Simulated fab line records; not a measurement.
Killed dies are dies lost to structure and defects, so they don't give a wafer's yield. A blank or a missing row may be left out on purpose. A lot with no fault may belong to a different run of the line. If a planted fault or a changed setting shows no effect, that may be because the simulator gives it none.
fab line records    flow n5Finfet
record lots=16  wafers=40  lastDay=19
route steps=1938 shown START@1 ZERO_LAYER@9 WELL_APT@30
lots that met no fault: from a run of the same line without faults
startH: start of the lot's first displayed wafer, in hours after the record's first day    waitH: how many hours have passed since the lot's step before this one    " the same as in the row above    L1.1+2: a single row standing in for several wafers    - no value, or no start was given    * or withheld: withheld    < > ~ a bound
route shown NAME@n: names a module that has steps shown in the file, with the first one's number in the route    usual: average and standard deviation across the fault-free wafers    same: alike in all rows    chamber/n: place in a boat    sites: per-site readings    _std_site: the standard deviation of these    _edge_site: outer sites' mean less inner sites'    radiusMm: how far each site lies from the wafer's centre    mask NAME#n: copy n    behind: tool/chamber where the wafer was last shaped    hold: cause of the lot's hold/its duration in hours/its outcome    device: names the non-switching transistor (n, p or np)    end of line: at the end of the route, the tests of the same wafers    where a step has no rows: the recipe by itself    killed: not the wafer's yield, but the dies lost to structure and defects at the first sort    map: the dies of a wafer, with x for killed, . for not killed, _ for no die there
set.NAME: the run value of the setting; set.NAME@STEP: its run value at that earlier step    model.NAME: the simulator's own value behind a step, which no gauge read
a sample of lots followed through the steps of the route, with each step as a table and each wafer as a row
services: a tool's chamber out of use, with start hour (startH, from the record's first day; less than 0 if before it), hours out, and reason
## steps
# step N5_START_INSPECT_01
# recipe inspectInstrument=unpatternedScan  mode=incoming
# usual rawDefectCount=6/3.3
lot.wafer  tool              chamber  startH  waitH  rawDefectCount
L563.2     defectInspect-02  -        12.03   -      4
L563.3     "                 -        "       "      11
L563.5     "                 -        "       "      5
L564.3     defectInspect-01  -        18.03   -      0
L564.4     "                 -        "       "      3
L565.1     defectInspect-01  -        24.03   -      4
L565.5     "                 -        "       "      3
L565.6     "                 -        "       "      7
L566.1     defectInspect-02  -        30.03   -      8
L566.5     "                 -        "       "      9
L567.3     defectInspect-01  -        36.03   -      2
L567.6     "                 -        "       "      7
L571.2     defectInspect-01  -        60.03   -      10
L571.5     "                 -        "       "      5
L572.1     defectInspect-01  -        66.03   -      6
L572.2     "                 -        "       "      5
L572.5     "                 -        "       "      9
L574.5     defectInspect-01  -        78.04   -      7
L574.6     "                 -        "       "      5
L576.1     defectInspect-02  -        90.03   -      7
L576.5     "                 -        "       "      3
L577.1     defectInspect-02  -        96.03   -      3
L577.4     "                 -        "       "      10
L581.3     defectInspect-02  -        120.04  -      3
L581.4     "                 -        "       "      5
L581.5     "                 -        "       "      7
L582.1     defectInspect-02  -        126.03  -      5
L582.3     "                 -        "       "      6
L582.5     "                 -        "       "      4
L583.1     defectInspect-01  -        132.03  -      13
L583.2     "                 -        "       "      10
L583.5     "                 -        "       "      7
L584.1     defectInspect-02  -        138.03  -      3
L584.5     "                 -        "       "      6
L584.6     "                 -        "       "      4
L585.3     defectInspect-02  -        144.03  -      7
L585.5     "                 -        "       "      2
L585.6     "                 -        "       "      24
L586.1     defectInspect-01  -        150.03  -      6
L586.4     "                 -        "       "      5
# step N5_ZERO_LAYER_EXPOSE_08
# recipe maskId=ZERO  na=0.55  sourceShape=conventional  sigmaOuter=0.8  polarization=unpolarized  defocusNm=0  targetCdNm=2000  doseMj=16.2
# usual exposureDoseMJCm2=16.198/0.017
# same na=0.55
lot.wafer  tool           chamber  startH  waitH  mask    exposureDoseMJCm2
L563.2     krfScanner-01  0        12.47   -      ZERO#0  16.221
L563.3     "              0        "       "      ZERO#0  16.211
L563.5     "              0        "       "      ZERO#0  16.186
L564.3     krfScanner-01  0        18.48   -      ZERO#0  16.205
L564.4     "              0        "       "      ZERO#0  16.221
L565.1     krfScanner-01  0        24.46   -      ZERO#0  16.192
L565.5     "              0        "       "      ZERO#0  16.174
L565.6     "              0        "       "      ZERO#0  16.215
L566.1     krfScanner-01  0        30.49   -      ZERO#0  16.217
L566.5     "              0        "       "      ZERO#0  16.238
L567.3     krfScanner-01  0        36.48   -      ZERO#0  16.205
L567.6     "              0        "       "      ZERO#0  16.211
L571.2     krfScanner-01  0        60.62   -      ZERO#0  16.193
L571.5     "              0        "       "      ZERO#0  16.183
L572.1     krfScanner-02  0        66.61   -      ZERO#0  16.192
L572.2     "              0        "       "      ZERO#0  16.184
L572.5     "              0        "       "      ZERO#0  16.194
L574.5     krfScanner-01  0        78.49   -      ZERO#0  16.216
L574.6     "              0        "       "      ZERO#0  16.199
L576.1     krfScanner-02  0        90.46   -      ZERO#0  16.189
L576.5     "              0        "       "      ZERO#0  16.186
L577.1     krfScanner-02  0        96.46   -      ZERO#0  16.175
L577.4     "              0        "       "      ZERO#0  16.192
L581.3     krfScanner-01  0        120.48  -      ZERO#0  13.781
L581.4     "              0        "       "      ZERO#0  13.766
L581.5     "              0        "       "      ZERO#0  13.776
L582.1     krfScanner-01  0        126.49  -      ZERO#0  14.253
L582.3     "              0        "       "      ZERO#0  14.254
L582.5     "              0        "       "      ZERO#0  14.264
L583.1     krfScanner-01  0        132.49  -      ZERO#0  14.619
L583.2     "              0        "       "      ZERO#0  14.648
L583.5     "              0        "       "      ZERO#0  14.651
L584.1     krfScanner-01  0        138.47  -      ZERO#0  14.951
L584.5     "              0        "       "      ZERO#0  14.978
L584.6     "              0        "       "      ZERO#0  14.978
L585.3     krfScanner-02  0        144.60  -      ZERO#0  16.185
L585.5     "              0        "       "      ZERO#0  16.198
L585.6     "              0        "       "      ZERO#0  16.204
L586.1     krfScanner-02  0        150.46  -      ZERO#0  16.208
L586.4     "              0        "       "      ZERO#0  16.196
# step N5_ZERO_LAYER_CD_MEAS_11
# recipe targetCdNm=2000  landingEnergyEv=500  detector=seInlens
# usual cdNm=1999.3/2.5
# same landingEnergyEv=500
lot.wafer  tool      chamber  startH  waitH  cdNm
L563.2     cdSem-03  0        12.64   -      1996.5
L563.3     "         0        "       "      1997.1
L563.5     "         0        "       "      2000.7
L564.3     cdSem-03  0        18.64   -      1998.4
L564.4     "         0        "       "      2002.5
L565.1     cdSem-01  0        24.64   -      2001.6
L565.5     "         0        "       "      2000.1
L565.6     "         0        "       "      2000.0
L566.1     cdSem-02  0        30.67   -      1996.6
L566.5     "         0        "       "      1996.0
L567.3     cdSem-03  0        36.64   -      1998.4
L567.6     "         0        "       "      1996.5
L571.2     cdSem-03  0        60.79   -      2000.8
L571.5     "         0        "       "      2002.7
L572.1     cdSem-02  0        66.79   -      1998.8
L572.2     "         0        "       "      2001.9
L572.5     "         0        "       "      2000.7
L574.5     cdSem-03  0        78.65   -      2002.2
L574.6     "         0        "       "      1996.4
L576.1     cdSem-03  0        90.64   -      1998.3
L576.5     "         0        "       "      1997.5
L577.1     cdSem-02  0        96.64   -      1993.4
L577.4     "         0        "       "      1998.6
L581.3     cdSem-01  0        120.65  -      1965.7
L581.4     "         0        "       "      1971.1
L581.5     "         0        "       "      1968.8
L582.1     cdSem-01  0        126.67  -      1976.7
L582.3     "         0        "       "      1973.1
L582.5     "         0        "       "      1976.6
L583.1     cdSem-01  0        132.66  -      1974.8
L583.2     "         0        "       "      1976.9
L583.5     "         0        "       "      1979.2
L584.1     cdSem-03  0        138.64  -      1981.4
L584.5     "         0        "       "      1985.5
L584.6     "         0        "       "      1984.3
L585.3     cdSem-03  0        144.77  -      1995.6
L585.5     "         0        "       "      1996.2
L585.6     "         0        "       "      1998.9
L586.1     cdSem-01  0        150.64  -      1999.0
L586.4     "         0        "       "      1997.0
# step N5_ZERO_LAYER_STRIP_24
# recipe chemistry=O2  powerW=1000  tempC=250  overashFraction=0.3  pressureMtorr=1000  o2FlowSccm=6750
# usual drypumpMotorCurrentA=5.8/0.34  heaterPowerW=327/25  oesProductAu=0.647/0.0046  stripTimeToEndpointS=43.82/0.099
# same overashFraction=0.3
lot.wafer  tool            chamber  startH  waitH  drypumpMotorCurrentA  heaterPowerW  oesProductAu  rfHoursCounterH  stripTimeToEndpointS
L563.2     plasmaAsher-02  0        12.91   0.1    6.0                   366           0.645         27               43.66
L563.3     "               0        "       "      6.0                   359           0.643         -                43.74
L563.5     "               0        "       "      6.0                   353           0.650         -                43.74
L564.3     plasmaAsher-01  1        18.91   0.1    5.4                   339           0.654         -                43.78
L564.4     "               0        "       "      6.2                   314           0.644         -                43.74
L565.1     plasmaAsher-02  1        25.33   0.1    5.6                   308           0.651         29               43.57
L565.5     "               1        "       "      5.5                   308           0.648         -                43.69
L565.6     "               0        "       "      6.0                   361           0.648         -                43.70
L566.1     plasmaAsher-02  0        32.35   0.1    6.0                   357           0.642         30               43.73
L566.5     "               0        "       "      6.0                   356           0.645         -                43.66
L567.3     plasmaAsher-02  0        36.91   0.1    6.1                   354           0.649         -                43.61
L567.6     "               0        "       "      6.0                   359           0.652         -                43.71
L571.2     plasmaAsher-01  1        61.04   0.1    5.3                   337           0.650         84               43.75
L571.5     "               1        "       "      5.4                   338           0.644         -                43.74
L572.1     plasmaAsher-01  0        67.04   0.1    6.2                   302           0.652         85               43.77
L572.2     "               1        "       "      5.3                   338           0.646         85               43.76
L572.5     "               1        "       "      5.3                   335           0.646         -                43.73
L574.5     plasmaAsher-02  0        78.93   0.1    6.1                   370           0.642         -                43.80
L574.6     "               1        "       "      5.5                   303           0.643         -                43.73
L576.1     plasmaAsher-01  1        90.89   0.1    5.4                   345           0.647         89               43.84
L576.5     "               0        "       "      6.2                   305           0.648         -                43.79
L577.1     plasmaAsher-01  0        96.89   0.1    6.2                   302           0.643         89               43.81
L577.4     "               0        "       "      6.1                   313           0.644         -                43.77
L581.3     plasmaAsher-01  1        120.91  0.1    5.4                   332           0.644         -                43.95
L581.4     "               0        "       "      6.2                   309           0.651         -                43.91
L581.5     "               1        "       "      5.4                   338           0.642         -                43.89
L582.1     plasmaAsher-02  1        127.00  0.1    5.6                   299           0.642         50               43.87
L582.3     "               0        "       "      6.1                   365           0.639         -                43.94
L582.5     "               1        "       "      5.5                   293           0.641         -                43.94
L583.1     plasmaAsher-02  1        132.92  0.1    5.5                   299           0.644         50               43.75
L583.2     "               0        "       "      6.1                   361           0.642         50               43.76
L583.5     "               0        "       "      6.0                   362           0.635         -                43.77
L584.1     plasmaAsher-01  1        138.90  0.1    5.4                   332           0.650         98               43.87
L584.5     "               1        "       "      5.3                   338           0.647         -                43.79
L584.6     "               0        "       "      6.2                   307           0.653         -                43.82
L585.3     plasmaAsher-01  1        145.26  0.1    5.3                   348           0.644         -                43.70
L585.5     "               0        "       "      6.2                   305           0.646         -                43.83
L585.6     "               1        "       "      5.3                   336           0.647         -                43.85
L586.1     plasmaAsher-01  1        150.89  0.1    5.4                   333           0.658         100              43.90
L586.4     "               0        "       "      6.2                   296           0.639         -                43.91
# step N5_WELL_APT_INSPECT_10
# recipe mode=adi  inspectInstrument=macro
# usual rawDefectCount=2.0/1.4
lot.wafer  tool              chamber  startH  waitH  rawDefectCount
L563.2     defectInspect-01  -        13.63   0.0    1
L563.3     "                 -        "       "      0
L563.5     "                 -        "       "      3
L564.3     defectInspect-01  -        19.74   0.0    1
L564.4     "                 -        "       "      2
L565.1     defectInspect-02  -        26.18   0.0    4
L565.5     "                 -        "       "      2
L565.6     "                 -        "       "      0
L566.1     defectInspect-02  -        33.20   0.0    1
L566.5     "                 -        "       "      3
L567.3     defectInspect-02  -        37.61   0.0    0
L567.6     "                 -        "       "      2
L571.2     defectInspect-02  -        61.88   0.0    1
L571.5     "                 -        "       "      5
L572.1     defectInspect-01  -        67.89   0.0    4
L572.2     "                 -        "       "      4
L572.5     "                 -        "       "      0
L574.5     defectInspect-02  -        79.74   0.0    3
L574.6     "                 -        "       "      1
L576.1     defectInspect-02  -        91.73   0.0    2
L576.5     "                 -        "       "      2
L577.1     defectInspect-01  -        97.76   0.0    3
L577.4     "                 -        "       "      1
L581.3     defectInspect-02  -        121.61  0.0    4
L581.4     "                 -        "       "      1
L581.5     "                 -        "       "      2
L582.1     defectInspect-02  -        127.84  0.0    1
L582.3     "                 -        "       "      2
L582.5     "                 -        "       "      2
L583.1     defectInspect-02  -        133.63  0.0    3
L583.2     "                 -        "       "      0
L583.5     "                 -        "       "      1
L584.1     defectInspect-01  -        139.63  0.0    1
L584.5     "                 -        "       "      1
L584.6     "                 -        "       "      3
L585.3     defectInspect-02  -        146.09  0.0    0
L585.5     "                 -        "       "      0
L585.6     "                 -        "       "      3
L586.1     defectInspect-02  -        151.73  0.0    0
L586.4     "                 -        "       "      1
## services
tool           chamber  startH  hours  kind
krfScanner-01  -        41.95   0.8    pm
krfScanner-01  -        54.57   1.0    pm
krfScanner-02  -        63.93   0.8    pm
krfScanner-02  -        67.79   1.3    pm
krfScanner-01  -        113.19  0.8    repair
krfScanner-02  0        113.58  -      calibration
krfScanner-02  -        114.36  1.0    pm
krfScanner-01  0        135.12  -      calibration
krfScanner-02  -        139.86  4.4    pm
## key
firstSign step=N5_ZERO_LAYER_EXPOSE_08  reading=exposureDoseMJCm2  direction=down  sigmas=99+  usual=16.198  struck=14.410
effect step=N5_ZERO_LAYER_CD_MEAS_11  reading=cdNm  direction=down  sigmas=9.4  usual=1999.3  struck=1976.2  through=controlLoop
metAt N5_ZERO_LAYER_EXPOSE_08
struckLots L581,L582,L583,L584
rowsEnd L581.3,L581.4,L581.5,L582.1,L582.3,L582.5,L583.1,L583.2,L583.5
loopTrim step=N5_ZERO_LAYER_EXPOSE_08  setting=dose  lots=L582,L583,L584
notActingAt N5_START_INSPECT_01,N5_ZERO_LAYER_STRIP_24,N5_WELL_APT_INSPECT_10
onsetBetween 78.49 120.48
fault kind=processParameterDrift  tool=krfScanner-01  chamber=-  onsetH=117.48  steps=N5_ZERO_LAYER_EXPOSE_08  channel=doseMj  offset=-2.4279  shape=step  actsIn=theseRecipesOnly  stated=16.2
# rowsEnd: these wafers met a further fault down the route, and their rows from its step on are left out
# loopTrim: a control loop set the setting to another value than it would have without faults
